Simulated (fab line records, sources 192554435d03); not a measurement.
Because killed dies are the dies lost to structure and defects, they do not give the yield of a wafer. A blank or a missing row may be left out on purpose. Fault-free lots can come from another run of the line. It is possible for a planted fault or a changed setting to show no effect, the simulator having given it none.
Split-lot study -- flow n5_finfet -- 39 wafers read across 7 lots, on a route 1938 steps long

== THE SPLIT ITSELF ==
At N5_MOL_CONTACT_COAG_PRECLEAN_111 (cleans in NF3:NH3, afs cycles 1, time 20 s, sublimation time 60 s), the setting time_s was moved away from the recipe's 20 s on 12 of the 39 wafers read, by -36.4% to +52.9%. For the rest of the wafers, this setting stayed at what the recipe calls for.

== FROM THE SPLIT TO THE READING: what the file shows between them, 9 steps ==
- N5_MOL_CONTACT_COAG_TI_SIL_19: material Ti, target thk 4.2 nm, time 15 s
- N5_MOL_CONTACT_COAG_ALD_20: deposits TiN, target thk 1.5 nm, pulse time 1 s, purge time 3 s
- N5_MOL_CONTACT_COAG_PRECLEAN_125: cleans in DIW, time 57.5 s
- N5_MOL_CONTACT_COAG_SRD_126: dry time 32 s
- N5_MOL_CONTACT_COAG_CMP_23: polishes, stops on SiO2, t overpolish 1.5 s, target thk 0 nm
- N5_MOL_CONTACT_COAG_WET_ETCH_26: target Co, target depth 13 nm
- N5_MOL_CONTACT_COAG_WET_ETCH_116: etches the open film in SC1-inhibited, target depth 4.6 nm, rinse time 30 s
- N5_MOL_CONTACT_COAG_ALD_27: deposits SiOC, target thk 17 nm, pulse time 1.5 s, time 2720 s
- N5_MOL_CONTACT_COAG_CMP_28: polishes, stops on SiNx, t overpolish 0.85 s, target thk 14.522 nm

== THE READING ==
MD_CAP_THK, in nm, at N5_MOL_CONTACT_COAG_THK_MEAS_29. A value of 17.93 nm with a standard deviation of 0.081 nm is what fault-free wafers of this fab line usually give.

wafer,"tool, chamber at the split","time_s as run, s",against the recipe,"MD_CAP_THK, nm",against lot-mates on the recipe
L081.1,"remote_plasma-01, 1",20,recipe,17.97,-
L081.2,"remote_plasma-01, 1",20,recipe,17.97,-
L081.3,"remote_plasma-01, 1",20,recipe,18.01,-
L081.4,"remote_plasma-01, 1",20,recipe,17.98,-
L081.5,"remote_plasma-01, 1",20,recipe,17.89,-
L081.6,"remote_plasma-01, 1",20,recipe,18.12,-
L082.1,"remote_plasma-01, 0",14.74,-26.3%,18.13,+0.10
L082.2,"remote_plasma-01, 0",20,recipe,17.92,-
L082.3,"remote_plasma-01, 0",20,recipe,18.03,-
L082.4,"remote_plasma-01, 0",20,recipe,18.14,-
L082.5,"remote_plasma-01, 0",14.74,-26.3%,18.20,+0.17
L082.6,"remote_plasma-01, 0",14.74,-26.3%,18.17,+0.14
L093.1,"remote_plasma-02, 0",20,recipe,17.87,-
L093.2,"remote_plasma-02, 0",20,recipe,17.91,-
L093.3,"remote_plasma-02, 0",20,recipe,17.92,-
L093.4,"remote_plasma-02, 0",20,recipe,17.84,-
L093.5,"remote_plasma-02, 0",20,recipe,17.86,-
L093.6,"remote_plasma-02, 0",20,recipe,17.93,-
L094.1,"remote_plasma-01, 0",12.72,-36.4%,18.25,+0.26
L094.2,"remote_plasma-01, 0",12.72,-36.4%,18.16,+0.17
L094.3,"remote_plasma-01, 0",20,recipe,17.91,-
L094.4,"remote_plasma-01, 0",20,recipe,18.07,-
L094.5,"remote_plasma-01, 0",12.72,-36.4%,18.22,+0.23
L094.6,"remote_plasma-01, 0",20,recipe,17.98,-
L095.1,"remote_plasma-02, 0",30.58,+52.9%,17.45,-0.50
L095.2,"remote_plasma-02, 0",30.58,+52.9%,17.54,-0.41
L095.3,"remote_plasma-02, 0",20,recipe,17.98,-
L095.4,"remote_plasma-02, 0",20,recipe,17.98,-
L095.5,"remote_plasma-02, 0",20,recipe,17.89,-
L095.6,"remote_plasma-02, 0",30.58,+52.9%,17.54,-0.41
L096.1,"remote_plasma-02, 1",20,recipe,17.87,-
L096.3,"remote_plasma-02, 1",20,recipe,17.91,-
L096.5,"remote_plasma-02, 1",20,recipe,17.85,-
L097.1,"remote_plasma-01, 1",20,recipe,17.89,-
L097.2,"remote_plasma-01, 1",30.38,+51.9%,17.68,-0.24
L097.3,"remote_plasma-01, 1",30.38,+51.9%,17.63,-0.29
L097.4,"remote_plasma-01, 1",20,recipe,17.89,-
L097.5,"remote_plasma-01, 1",30.38,+51.9%,17.49,-0.43
L097.6,"remote_plasma-01, 1",20,recipe,17.98,-

THE FIT
A straight line over all 39 wafers: MD_CAP_THK changes by -0.00753 nm for each +1% of time_s; r = -0.93; the points scatter about the line by 0.074 nm.
The same after taking each lot's own level away (the mean of its wafers on the recipe; 39 wafers): -0.00682 nm for each +1%; r = -0.94; scatter 0.062 nm.
Per that fit: largest time_s move, reading shift of 0.36 nm.
Measured against the standard deviation above, the lots' own levels, which go from 17.877 to 18.030 nm, span 1.9 times it.
Hence the slope depends on the lot-to-lot level, as the two fits are not the same.
Check: with one of the wafers moved furthest among these (+52.9%) left out of the fit, the line predicts -0.349 nm for it against its lot-mates. It came out at -0.5 nm against them.

== THESE WAFERS: OTHER SPLITS ==
Other splits were also applied to these wafers ahead of the reading. Each is held against what the fit with the lots' levels taken away leaves over:
other split on the same wafers,wafers away from the commonest value,r with MD_CAP_THK (lot level and that fit taken away)
N5_FIN_SAQP_PECVD_06 time_s,15,+0.25
N5_SD_EPI_N_DESCUM_14 time_s,12,-0.07
N5_HKMG_FIN_CVD_62 time_s,12,+0.02

== THE WHOLE CHAIN: every reading that the file lists as answering this split, in the file's order ==
step,what it does,reading,change (the file's fit),r (the file's)
N5_MOL_CONTACT_COAG_CMP_23,"polishes, stops on SiO2, t overpolish 1.5 s, target thk 0 nm","SiNx_of_GATE_CUT_SAC_CAP_01.thk_nm (the simulator's own value, which no gauge read)",-0.00712 nm for each +1% of the setting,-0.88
N5_MOL_CONTACT_COAG_WET_ETCH_26,"target Co, target depth 13 nm","SiNx_of_GATE_CUT_SAC_CAP_01.thk_nm (the simulator's own value, which no gauge read)",-0.00633 nm for each +1% of the setting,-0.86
N5_MOL_CONTACT_COAG_WET_ETCH_116,"etches the open film in SC1-inhibited, target depth 4.6 nm, rinse time 30 s","SiNx_of_GATE_CUT_SAC_CAP_01.thk_nm (the simulator's own value, which no gauge read)",-0.00679 nm for each +1% of the setting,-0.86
N5_MOL_CONTACT_COAG_CMP_28,"polishes, stops on SiNx, t overpolish 0.85 s, target thk 14.522 nm","SiNx_of_GATE_CUT_SAC_CAP_01.thk_nm (the simulator's own value, which no gauge read)",-0.00656 nm for each +1% of the setting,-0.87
N5_MOL_CONTACT_COAG_THK_MEAS_29,,MD_CAP_THK,-0.00686 for each +1% of the setting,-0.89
N5_MOL_CONTACT_COAG_ETCH_47,"etches SiNx in CH3F/O2, stops on W, target depth 27 nm","etch.depth_nm (the simulator's own value, which no gauge read)",-0.00677 nm for each +1% of the setting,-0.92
N5_MOL_CONTACT_COAG_ETCH_47,"etches SiNx in CH3F/O2, stops on W, target depth 27 nm","MOL_CONTACT_COAG.feature_depth_nm (the simulator's own value, which no gauge read)",-0.00781 nm for each +1% of the setting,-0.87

== THE FILE'S OWN FIT ==
MD_CAP_THK changes by -0.00686 nm for each +1% of time_s, r = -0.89.
